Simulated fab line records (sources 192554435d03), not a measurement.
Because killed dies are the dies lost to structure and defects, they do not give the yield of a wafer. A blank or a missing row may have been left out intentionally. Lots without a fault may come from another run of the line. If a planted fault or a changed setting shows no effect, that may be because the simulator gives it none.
Split-lot trial | flow n5Finfet | 7 lots, 21 wafers read, on a route of 1938 steps

## THE SPLIT
At N5_BEOL_M10_ETCH_41 (etches SiCN in CH3F/O2, target depth 42.6 nm, time 86 s), the setting sourceW was moved away from the recipe's 395 W on 4 of the 21 wafers read, by -16.8% to +14.1%. This setting was run at the recipe's value on the other wafers.

Reading taken at the split's own step.

## THE READING
rfVppV, in V, at N5_BEOL_M10_ETCH_41 (etches SiCN in CH3F/O2, target depth 42.6 nm, time 86 s). Fault-free wafers of this fab line usually give 297.2 V, standard deviation 1.6 V.

wafer  | tool, chamber at the split | sourceW as run, W | against the recipe | rfVppV, V | against lot-mates on the recipe
L074.2 | rieDiel-01, 3              | 395               | recipe             | 295.8     | -
L074.3 | rieDiel-01, 1              | 395               | recipe             | 296.5     | -
L074.4 | rieDiel-01, 0              | 395               | recipe             | 296.1     | -
L076.3 | rieDiel-01, 3              | 395               | recipe             | 296.4     | -
L076.4 | rieDiel-01, 1              | 395               | recipe             | 296.9     | -
L076.6 | rieDiel-01, 2              | 395               | recipe             | 295.9     | -
L080.3 | rieDiel-01, 3              | 395               | recipe             | 295.5     | -
L080.4 | rieDiel-01, 2              | 395               | recipe             | 296.4     | -
L080.5 | rieDiel-01, 1              | 395               | recipe             | 296.4     | -
L085.3 | rieDiel-01, 3              | 328.5             | -16.8%             | 314.5     | +19.9
L085.4 | rieDiel-01, 2              | 395               | recipe             | 294.6     | -
L085.5 | rieDiel-01, 0              | 328.5             | -16.8%             | 314.9     | +20.3
L088.4 | rieDiel-01, 3              | 395               | recipe             | 294.1     | -
L088.5 | rieDiel-01, 2              | 395               | recipe             | 295.0     | -
L088.6 | rieDiel-01, 1              | 450.6             | +14.1%             | 284.7     | -9.9
L093.2 | rieDiel-05, 2              | 395               | recipe             | 296.4     | -
L093.3 | rieDiel-05, 1              | 395               | recipe             | 298.4     | -
L093.5 | rieDiel-05, 0              | 333.1             | -15.7%             | 310.8     | +13.4
L091.1 | rieDiel-06, 2              | 395               | recipe             | 296.0     | -
L091.2 | rieDiel-06, 0              | 395               | recipe             | 298.1     | -
L091.6 | rieDiel-06, 0              | 395               | recipe             | 299.2     | -

FIT RESULTS
A straight line over all 21 wafers: rfVppV changes by -0.991 V for each +1% of sourceW; r = -0.98; the points scatter about the line by 1.4 V.
The same after taking each lot's own level away (the mean of its wafers on the recipe; 21 wafers): -1 V for each +1%; r = -0.97; scatter 1.6 V.
According to that fit, moving sourceW by its largest amount changes the reading by 17 V.
The span of the lots' own levels, 294.55 to 297.77 V, comes to 2.0 times the standard deviation stated above.
Hence the lot-to-lot level has little effect on the slope; both slopes agree.
Check: for one of the wafers moved furthest among these (-16.8%), held out of the fit, the line's prediction against its lot-mates is +16.2 V. Against them it came out at +19.9 V.
Tool readings at the split's step, against how far the setting was moved: rfVppV r = -0.98.

## FURTHER SPLITS ON THESE WAFERS
These wafers also went through other splits before the reading. Each is held against what the fit with the lots' levels taken away leaves over:
other split on the same wafers    | wafers away from the commonest value | r with rfVppV (lot level and that fit taken away)
N5_BEOL_M8_TRENCH_ETCH_37 sourceW | 11                                   | +0.58
N5_BEOL_M9_ILD_DEP_00 timeS       | 11                                   | +0.00
N5_BEOL_M9_PECVD_70 tempC         | 8                                    | -0.09
N5_BEOL_M10_VIA_ETCH_34 biasW     | 6                                    | +0.29

## THE WHOLE CHAIN: every reading that the file lists as answering this split, in the file's order
step                | what it does                                            | reading                                                       | change (the file's fit)               | r (the file's)
N5_BEOL_M10_ETCH_41 | etches SiCN in CH3F/O2, target depth 42.6 nm, time 86 s | rfVppV                                                        | -0.946 V for each +1% of the setting  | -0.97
N5_BEOL_M10_ETCH_41 | etches SiCN in CH3F/O2, target depth 42.6 nm, time 86 s | etch.depthNm (the simulator's own value, which no gauge read) | +0.135 nm for each +1% of the setting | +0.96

## FILE'S OWN FIT
rfVppV changes by -0.946 V for each +1% of sourceW, r = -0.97.
